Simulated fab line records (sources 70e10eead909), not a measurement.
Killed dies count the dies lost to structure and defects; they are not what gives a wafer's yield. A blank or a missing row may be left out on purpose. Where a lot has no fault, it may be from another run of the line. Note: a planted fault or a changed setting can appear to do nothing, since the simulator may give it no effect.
fab line records | flow nand-harc
record: lots: 6 | wafers: 18 | last-day: 33
route steps=1302 shown P_M0@278 P_M1@285 END@1302
lots that met no fault: taken from a fault-free run of the same line
start-h: the number of hours between the record's first day and the start of the first shown wafer of the lot | wait-h: hours elapsed since this lot's preceding step | " repeats the value in the row above | L1.1+2: one row covering several wafers at once | - no value, or no start given | * or withheld: withheld | < > ~ a bound
route shown NAME@n: NAME is a module with steps in the file, n the number in the route of the first one | usual: mean and standard deviation over wafers with no fault | same: alike in all rows | chamber/n: place in a boat | sites: readings site by site | _std_site: standard deviation across them | _edge_site: the outer-site mean with the inner-site mean subtracted | radius-mm: how far each site lies from the wafer's centre | mask NAME#n: copy n | behind: the last tool/chamber to shape the wafer | hold: cause of the lot's hold/its duration in hours/its outcome | device: transistor that didn't switch, given as n, p or np | end of line: the tests these same wafers got at the end of their route | where a step has no rows: the recipe by itself | killed: count of dies lost to structure and defects at first sort (not the wafer's yield) | map: per-die view of a wafer (x killed, . not killed, _ where there is no die)
set.NAME: the setting that was run; set.NAME@STEP: the one run at that earlier step | model.NAME: the simulator's own value behind a step, which no gauge read
a table for each step, a row for each wafer; lots at some steps of the route
services: a tool's chamber out of use, with start hour (start-h, from the record's first day; less than 0 if before it), hours out, and reason
== steps ==
step: NHARC_P_M0_CMP_23
recipe: t-overpolish-s: 20 | target-thk-nm: 117.54
usual: motor-current-A: 11.9/1.2 | time-to-endpoint-s: 28/3.1
lot.wafer | tool   | chamber | start-h | wait-h | motor-current-A | time-to-endpoint-s
L597.1    | cmp-04 | 0       | 128.04  | -      | 10.5            | 21
L597.5    | "      | 2       | "       | "      | 11.8            | 22
L597.6    | "      | 3       | "       | "      | 12.2            | 24
L600.2    | cmp-04 | 2       | 152.43  | -      | 11.3            | 26
L600.5    | "      | 0       | "       | "      | 10.3            | 25
L600.6    | "      | 1       | "       | "      | 14.3            | 24
L604.2    | cmp-01 | 1       | 203.71  | -      | 11.9            | 34
L604.6    | "      | 3       | "       | "      | 11.9            | 25
L604.5    | "      | 0       | "       | "      | 14.1            | 29
L608.1    | cmp-01 | 3       | 235.08  | -      | 11.7            | 24
L608.3    | "      | 0       | "       | "      | 12.5            | 30
L608.2    | "      | 1       | "       | "      | 11.0            | 30
L617.2    | cmp-02 | 1       | 330.31  | -      | 11.4            | 33
L617.6    | "      | 2       | "       | "      | 12.3            | 25
L617.5    | "      | 3       | "       | "      | 10.4            | 31
L619.3    | cmp-01 | 1       | 346.61  | -      | 11.1            | 33
L619.4    | "      | 2       | "       | "      | 13.4            | 31
L619.6    | "      | 2       | "       | "      | 12.6            | 30
step: NHARC_P_M0_THK_MEAS_24
recipe: thk-meas-gauge: xrf
usual: thk-nm: 117.4/1.7
lot.wafer | tool          | chamber | start-h | wait-h | thk-nm
L597.1    | film-metro-01 | -       | 128.30  | -      | 113.8
L597.5    | "             | -       | "       | "      | 114.0
L597.6    | "             | -       | "       | "      | 116.8
L600.2    | film-metro-01 | -       | 152.69  | -      | 117.6
L600.5    | "             | -       | "       | "      | 116.4
L600.6    | "             | -       | "       | "      | 114.4
L604.2    | film-metro-02 | -       | 203.97  | -      | 116.3
L604.5    | "             | -       | "       | "      | 117.7
L604.6    | "             | -       | "       | "      | 116.3
L608.1    | film-metro-01 | -       | 235.40  | -      | 115.6
L608.2    | "             | -       | "       | "      | 119.6
L608.3    | "             | -       | "       | "      | 121.2
L617.2    | film-metro-02 | -       | 330.54  | -      | 116.6
L617.5    | "             | -       | "       | "      | 116.9
L617.6    | "             | -       | "       | "      | 116.5
L619.3    | film-metro-01 | -       | 346.92  | -      | 122.1
L619.4    | "             | -       | "       | "      | 119.4
L619.6    | "             | -       | "       | "      | 118.2
step: NHARC_P_M0_SRD_25
step: NHARC_P_M0_INSPECT_27
usual: raw-defect-count: 295/120
lot.wafer | tool              | chamber | start-h | wait-h | raw-defect-count
L597.1    | defect-inspect-01 | -       | 128.46  | 0.0    | 451
L597.5    | "                 | -       | "       | "      | 367
L597.6    | "                 | -       | "       | "      | 314
L600.2    | defect-inspect-01 | -       | 152.84  | 0.0    | 252
L600.5    | "                 | -       | "       | "      | 245
L600.6    | "                 | -       | "       | "      | 201
L604.2    | defect-inspect-02 | -       | 204.13  | 0.0    | 274
L604.5    | "                 | -       | "       | "      | 320
L604.6    | "                 | -       | "       | "      | 151
L608.1    | defect-inspect-01 | -       | 235.56  | 0.0    | 212
L608.2    | "                 | -       | "       | "      | 240
L608.3    | "                 | -       | "       | "      | 247
L617.2    | defect-inspect-02 | -       | 330.70  | 0.0    | 280
L617.5    | "                 | -       | "       | "      | 365
L617.6    | "                 | -       | "       | "      | 456
L619.3    | defect-inspect-01 | -       | 347.08  | 0.0    | 246
L619.4    | "                 | -       | "       | "      | 393
L619.6    | "                 | -       | "       | "      | 178
step: NHARC_P_M0_PRE_CLEAN_31
recipe: time-s: 12 | temp-c: 370 | rf-power-w: 300 | gas: NH3
usual: heater-power-w: 610/86
lot.wafer | tool     | chamber | start-h | wait-h | heater-power-w
L597.1    | pecvd-04 | 1       | 128.55  | 0.1    | 597
L597.6    | "        | 2       | "       | "      | 799
L597.5    | "        | 1       | "       | "      | 594
L600.2    | pecvd-02 | 2       | 152.94  | 0.1    | 559
L600.6    | "        | 0       | "       | "      | 676
L600.5    | "        | 1       | "       | "      | 530
L604.2    | pecvd-02 | 2       | 204.21  | 0.1    | 569
L604.5    | "        | 2       | "       | "      | 557
L604.6    | "        | 0       | "       | "      | 657
L608.2    | pecvd-03 | 1       | 235.62  | 0.1    | 586
L608.1    | "        | 2       | "       | "      | 519
L608.3    | "        | 0       | "       | "      | 526
L617.2    | pecvd-02 | 0       | 330.79  | 0.1    | 666
L617.5    | "        | 2       | "       | "      | 546
L617.6    | "        | 0       | "       | "      | 670
L619.3    | pecvd-04 | 0       | 347.16  | 0.1    | 815
L619.4    | "        | 2       | "       | "      | 665
L619.6    | "        | 0       | "       | "      | 812
step: NHARC_P_M0_DEP_32
recipe: target-thk-a: 300 | temp-c: 370 | target-thk-nm: 30 | pressure-torr: 3 | flow-sccm: 200 | rf-w: 450 | material: SiCN
usual: heater-power-w: 555/81
lot.wafer | tool     | chamber | start-h | wait-h | heater-power-w
L597.1    | pecvd-04 | 1       | 128.69  | 0.1    | 605
L597.6    | "        | 2       | "       | "      | 632
L597.5    | "        | 1       | "       | "      | 618
L600.2    | pecvd-02 | 2       | 153.08  | 0.1    | 512
L600.6    | "        | 0       | "       | "      | 594
L600.5    | "        | 1       | "       | "      | 515
L604.2    | pecvd-02 | 2       | 204.32  | 0.1    | 434
L604.5    | "        | 2       | "       | "      | 417
L604.6    | "        | 0       | "       | "      | 566
L608.2    | pecvd-03 | 1       | 235.70  | 0.1    | 521
L608.1    | "        | 2       | "       | "      | 499
L608.3    | "        | 0       | "       | "      | 555
L617.2    | pecvd-02 | 0       | 330.93  | 0.1    | 622
L617.5    | "        | 2       | "       | "      | 475
L617.6    | "        | 0       | "       | "      | 609
L619.3    | pecvd-04 | 0       | 347.27  | 0.1    | 718
L619.4    | "        | 2       | "       | "      | 577
L619.6    | "        | 0       | "       | "      | 730
step: NHARC_P_M1_DEP_00
recipe: target-thk-a: 1825 | target-thk-nm: 182.5 | temp-c: withheld | pressure-torr: 5 | flow-sccm: 200 | rf-w: 600 | material: SiOC
step: NHARC_P_M1_DEHYDRATE_01
recipe: temp-c: 150 | time-s: 120
step: NHARC_P_M1_HMDS_02
recipe: time-s: 30
step: NHARC_P_M1_COAT_34
recipe: temp-c: 200 | time-s: 65
step: NHARC_P_M1_COAT_03
recipe: spin-rpm: 1500 | resist-thk-nm: 90
step: NHARC_P_M1_SOFTBAKE_04
recipe: temp-c: 105 | time-s: 55
usual: heater-power-total-W: 188.45/0.13
lot.wafer | tool           | chamber | start-h | wait-h | heater-power-total-W
L597.1    | litho-track-01 | 0       | 129     | -      | 188.39
L597.5    | "              | 0       | "       | "      | 188.31
L597.6    | "              | 0       | "       | "      | 188.30
L600.2    | litho-track-06 | 0       | 153     | -      | 188.76
L600.5    | "              | 0       | "       | "      | 188.50
L600.6    | "              | 0       | "       | "      | 188.34
L604.2    | litho-track-06 | 0       | 205     | -      | 188.43
L604.5    | "              | 0       | "       | "      | 188.33
L604.6    | "              | 0       | "       | "      | 188.41
L608.1    | litho-track-04 | 0       | 236     | -      | 188.37
L608.2    | "              | 0       | "       | "      | 188.36
L608.3    | "              | 0       | "       | "      | 188.28
L617.2    | litho-track-06 | 0       | 331     | -      | 176.59
L617.5    | "              | 0       | "       | "      | 176.52
L617.6    | "              | 0       | "       | "      | 176.85
L619.3    | litho-track-06 | 0       | 348     | -      | 176.93
L619.4    | "              | 0       | "       | "      | 176.80
L619.6    | "              | 0       | "       | "      | 176.52
step: NHARC_P_M1_EBR_05
step: NHARC_END_SORT_01
recipe: temp-c: 25
usual: defect-limited-yield: 91.5/2.7 | killed-at-array: 52/19 | killed-at-other: 0.9/1.3 | killed-at-periphery: 4/3.1 | killed-dies: 57/18 | killed-open: 3.2/1.7 | killed-short: 2.3/1.4 | sort_bin_2_pct: 2.9/1.2 | sort_bin_3_pct: 0.6/0.42 | sort_bin_4_pct: 4.9/1.5 | sort-n-pass: 620/18 | sort-rim-yield-pct: 93/4.3 | sort-yield-pct: 91.5/2.7
same: gross-dies: 677 | sort_bin_5_pct[%]: 0 | sort_bin_6_pct[%]: 0 | sort_bin_7_pct[%]: 0 | sort_bin_8_pct[%]: 0 | sort-rim-n-gross: 106.00
lot.wafer | tool      | chamber | start-h | wait-h | defect-limited-yield[%] | killed-at-array | killed-at-other | killed-at-periphery | killed-dies | killed-open | killed-short | sort_bin_2_pct[%] | sort_bin_3_pct[%] | sort_bin_4_pct[%] | sort-n-pass | sort-rim-yield-pct[%] | sort-yield-pct[%]
L597.1    | prober-02 | 0       | 568.83  | 2.5    | 94.8                    | 29              | 0               | 6                   | 35          | 1           | 3            | 1.3               | 0.6               | 3.2               | 642         | 92                    | 94.8
L597.5    | prober-02 | 0       | 572.03  | 3.7    | 94.7                    | 28              | 1               | 7                   | 36          | 0           | 4            | 1.8               | 0.3               | 3.2               | 641         | 87                    | 94.7
L597.6    | prober-02 | 0       | 572.83  | 4.0    | 92.3                    | 47              | 0               | 5                   | 52          | 2           | 2            | 2.4               | 0.9               | 4.4               | 625         | 95                    | 92.3
L604.2    | prober-02 | 0       | 647.98  | 2.8    | 87.0                    | 83              | 3               | 2                   | 88          | 3           | 2            | 4.7               | 0.9               | 7.4               | 589         | 93                    | 87.0
L604.5    | prober-02 | 0       | 650.37  | 3.7    | 90.3                    | 58              | 6               | 2                   | 66          | 1           | 2            | 3.8               | 1.5               | 4.4               | 611         | 99                    | 90.3
L604.6    | prober-02 | 0       | 651.17  | 4.0    | 89.5                    | 65              | 3               | 3                   | 71          | 3           | 4            | 4.3               | 1.5               | 4.7               | 606         | 92                    | 89.5
L608.1    | prober-01 | 0       | 672.44  | 2.5    | 86.3                    | 92              | 0               | 1                   | 93          | 2           | 1            | 4.1               | 1.5               | 8.1               | 584         | 89                    | 86.3
L608.2    | prober-01 | 0       | 673.24  | 2.8    | 88.5                    | 74              | 0               | 4                   | 78          | 3           | 4            | 3.0               | 1.3               | 7.2               | 599         | 92                    | 88.5
L608.3    | prober-01 | 0       | 674.03  | 3.1    | 90.0                    | 64              | 0               | 4                   | 68          | 2           | 3            | 3.5               | 1.0               | 5.5               | 609         | 83                    | 90.0
L617.2    | prober-02 | 0       | 789.55  | 2.8    | 96.8                    | 12              | 1               | 9                   | 22          | 2           | 2            | 1.0               | 0                 | 2.2               | 655         | 98                    | 96.8
L617.5    | prober-02 | 0       | 791.90  | 3.6    | 94.7                    | 22              | 0               | 14                  | 36          | 3           | 0            | 1.5               | 1.0               | 2.8               | 641         | 97                    | 94.7
L617.6    | prober-02 | 0       | 792.68  | 3.9    | 95.0                    | 21              | 1               | 12                  | 34          | 3           | 1            | 1.2               | 0.1               | 3.7               | 643         | 94                    | 95.0
L619.3    | prober-01 | 0       | 795.37  | 3.1    | 91.9                    | 54              | 1               | 0                   | 55          | 0           | 2            | 3.1               | 0.6               | 4.4               | 622         | 97                    | 91.9
L619.4    | prober-01 | 0       | 796.16  | 3.4    | 94.8                    | 31              | 2               | 2                   | 35          | 1           | 3            | 1.6               | 0.6               | 3.0               | 642         | 89                    | 94.8
L619.6    | prober-01 | 0       | 797.75  | 4.0    | 93.1                    | 43              | 2               | 2                   | 47          | 3           | 3            | 3.1               | 0.3               | 3.5               | 630         | 88                    | 93.1
killed by level:class
L597.1 A_CHANNEL_HOLE_D2:chamber-film-flake=12 A_SLIT:chamber-film-flake=10 P_STI:chamber-film-flake=4 A_WL_FILL:geometric-particle:short=2 P_CONTACT:chamber-film-flake=2 A_STAIRCASE:chamber-film-flake=2 A_CHANNEL_FILL_D1:geometric-particle:short=1 A_CONTACT:geometric-particle:open=1
L597.5 A_SLIT:chamber-film-flake=13 A_CHANNEL_HOLE_D2:chamber-film-flake=10 P_STI:chamber-film-flake=4 P_M0:geometric-particle:short=1 A_DECK1_JOINT:geometric-particle:short=1 A_CHANNEL_FILL_D2:geometric-particle:short=1 P_ZERO_WELL:chamber-film-flake=1 P_CONTACT:chamber-film-flake=1
L597.6 A_SLIT:chamber-film-flake=31 A_CHANNEL_HOLE_D2:chamber-film-flake=8 A_STAIRCASE:chamber-film-flake=3 P_STI:chamber-film-flake=2 A_CONTACT:chamber-film-flake=2 P_GATE:geometric-particle:short=1 P_CONTACT:geometric-particle:open=1 A_M0:geometric-particle:open=1
L604.2 A_CHANNEL_HOLE_D1:chamber-film-flake=36 A_CHANNEL_HOLE_D2:chamber-film-flake=35 A_STAIRCASE:chamber-film-flake=3 A_CONTACT:chamber-film-flake=3 THIN_TSV:chamber-film-flake=3 P_CONTACT:geometric-particle:open=1 A_SOURCE_PLATE:geometric-particle:short=1 A_SOURCE_PLATE:geometric-particle:open=1
L604.5 A_CHANNEL_HOLE_D1:chamber-film-flake=29 A_CHANNEL_HOLE_D2:chamber-film-flake=21 THIN_TSV:chamber-film-flake=6 A_CONTACT:chamber-film-flake=4 A_DECK1_JOINT:chamber-film-flake=2 P_CONTACT:geometric-particle:short=1 P_M2:geometric-particle:short=1 A_M1:geometric-particle:open=1
L604.6 A_CHANNEL_HOLE_D2:chamber-film-flake=26 A_CHANNEL_HOLE_D1:chamber-film-flake=25 A_CONTACT:chamber-film-flake=3 THIN_TSV:chamber-film-flake=3 A_SOURCE_PLATE:geometric-particle:short=2 A_ONON_D2:geometric-particle:open=2 P_ZERO_WELL:chamber-film-flake=2 A_DECK1_JOINT:chamber-film-flake=2
L608.1 A_SLIT:chamber-film-flake=40 A_CHANNEL_HOLE_D1:chamber-film-flake=37 A_CHANNEL_HOLE_D2:chamber-film-flake=9 A_ZERO_WELL:chamber-film-flake=2 P_M0:geometric-particle:short=1 A_DECK1_JOINT:geometric-particle:open=1 A_BLC:geometric-particle:open=1 A_STAIRCASE:chamber-film-flake=1
L608.2 A_CHANNEL_HOLE_D1:chamber-film-flake=32 A_SLIT:chamber-film-flake=16 A_CHANNEL_HOLE_D2:chamber-film-flake=14 A_STAIRCASE:chamber-film-flake=3 A_DECK1_JOINT:geometric-particle:short=2 P_STI:chamber-film-flake=2 P_M1:geometric-particle:open=1 A_CHANNEL_HOLE_D1:geometric-particle:short=1
L608.3 A_CHANNEL_HOLE_D1:chamber-film-flake=32 A_SLIT:chamber-film-flake=15 A_CHANNEL_HOLE_D2:chamber-film-flake=7 A_CONTACT:chamber-film-flake=5 P_GATE:chamber-film-flake=2 P_CONTACT:geometric-particle:short=1 A_DECK1_JOINT:geometric-particle:short=1 A_ONON_D2:geometric-particle:short=1
L617.2 P_GATE:chamber-film-flake=6 A_SLIT:chamber-film-flake=4 P_CONTACT:chamber-film-flake=2 A_STAIRCASE:chamber-film-flake=2 A_CHANNEL_HOLE_D1:geometric-particle:short=1 A_CHANNEL_FILL_D1:geometric-particle:short=1 A_CHANNEL_FILL_D2:geometric-particle:open=1 A_BLC:geometric-particle:open=1
L617.5 A_SLIT:chamber-film-flake=11 P_CONTACT:chamber-film-flake=7 P_GATE:chamber-film-flake=6 A_CONTACT:chamber-film-flake=3 A_DECK1_JOINT:chamber-film-flake=2 A_CHANNEL_FILL_D2:geometric-particle:open=1 A_BLC:geometric-particle:open=1 A_M0:geometric-particle:open=1
L617.6 P_CONTACT:chamber-film-flake=7 A_SLIT:chamber-film-flake=6 P_GATE:chamber-film-flake=4 A_STAIRCASE:chamber-film-flake=3 A_CONTACT:chamber-film-flake=3 A_ZERO_WELL:chamber-film-flake=2 P_M0:geometric-particle:open=1 A_CHANNEL_FILL_D1:geometric-particle:short=1
L619.3 A_SLIT:chamber-film-flake=27 A_CONTACT:chamber-film-flake=13 A_CHANNEL_FILL_D2:chamber-film-flake=3 A_STAIRCASE:chamber-film-flake=3 A_DECK1_JOINT:chamber-film-flake=2 A_ONON_D1:geometric-particle:short=1 A_WL_FILL:geometric-particle:short=1 A_CHANNEL_HOLE_D1:chamber-film-flake=1
L619.4 A_SLIT:chamber-film-flake=14 A_CONTACT:chamber-film-flake=9 A_DECK1_JOINT:chamber-film-flake=2 THIN_TSV:chamber-film-flake=2 P_CONTACT:geometric-particle:short=1 A_SOURCE_PLATE:geometric-particle:open=1 A_ONON_D1:geometric-particle:short=1 A_STAIRCASE:geometric-particle:short=1
L619.6 A_SLIT:chamber-film-flake=17 A_CONTACT:chamber-film-flake=14 A_CHANNEL_FILL_D2:chamber-film-flake=3 P_M1:geometric-particle:short=2 A_CHANNEL_HOLE_D1:chamber-film-flake=2 THIN_TSV:chamber-film-flake=2 A_DECK1_JOINT:geometric-particle:open=1 A_CHANNEL_FILL_D2:geometric-particle:short=1
== services ==
tool           | chamber | start-h | hours | kind
pecvd-03       | 0       | 106.40  | 29.1  | repair
cmp-04         | -       | 111.00  | 4.0   | pm
cmp-02         | -       | 135.90  | 4.0   | pm
pecvd-03       | 0       | 138.96  | 10.2  | repair
pecvd-02       | -       | 144.82  | 1.4   | repair
litho-track-01 | -       | 155.00  | 7.0   | pm
cmp-04         | -       | 155.29  | 2.4   | repair
cmp-02         | -       | 171.23  | 1.3   | repair
litho-track-06 | -       | 179.00  | 7.0   | pm
cmp-01         | -       | 184.40  | 1.3   | repair
pecvd-03       | -       | 185.25  | 13.0  | pm
cmp-01         | -       | 187.24  | 4.0   | pm
cmp-01         | -       | 192.13  | 1.8   | repair
cmp-04         | -       | 209.00  | 4.0   | pm
cmp-01         | -       | 212.52  | 1.5   | repair
pecvd-02       | -       | 227.45  | 13.0  | pm
pecvd-02       | 0       | 252.44  | 8.4   | repair
pecvd-04       | -       | 269.02  | 13.0  | pm
cmp-01         | -       | 285.24  | 4.0   | pm
pecvd-02       | 2       | 302.02  | 4.3   | repair
cmp-04         | -       | 307.00  | 4.0   | pm
pecvd-04       | 0       | 307.35  | 5.0   | repair
cmp-01         | -       | 319.00  | 0.9   | repair
pecvd-02       | 2       | 343.99  | 4.8   | repair
== key ==
first-sign: step: NHARC_P_M1_SOFTBAKE_04 | reading: heater-power-total-W | direction: down | sigmas: 91 | usual: * | struck: *
effect none on later readings
met-at NHARC_P_M1_SOFTBAKE_04
struck-wafers L617.2,L617.5,L617.6,L619.3,L619.4,L619.6
onset-between 205 331
fault: kind: process-parameter-drift | tool: litho-track-06 | chamber: - | onset-h: 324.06 | steps: NHARC_P_M1_SOFTBAKE_04 | channel: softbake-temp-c | offset: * | shape: step | end-h: 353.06 | acts-in: * | stated: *
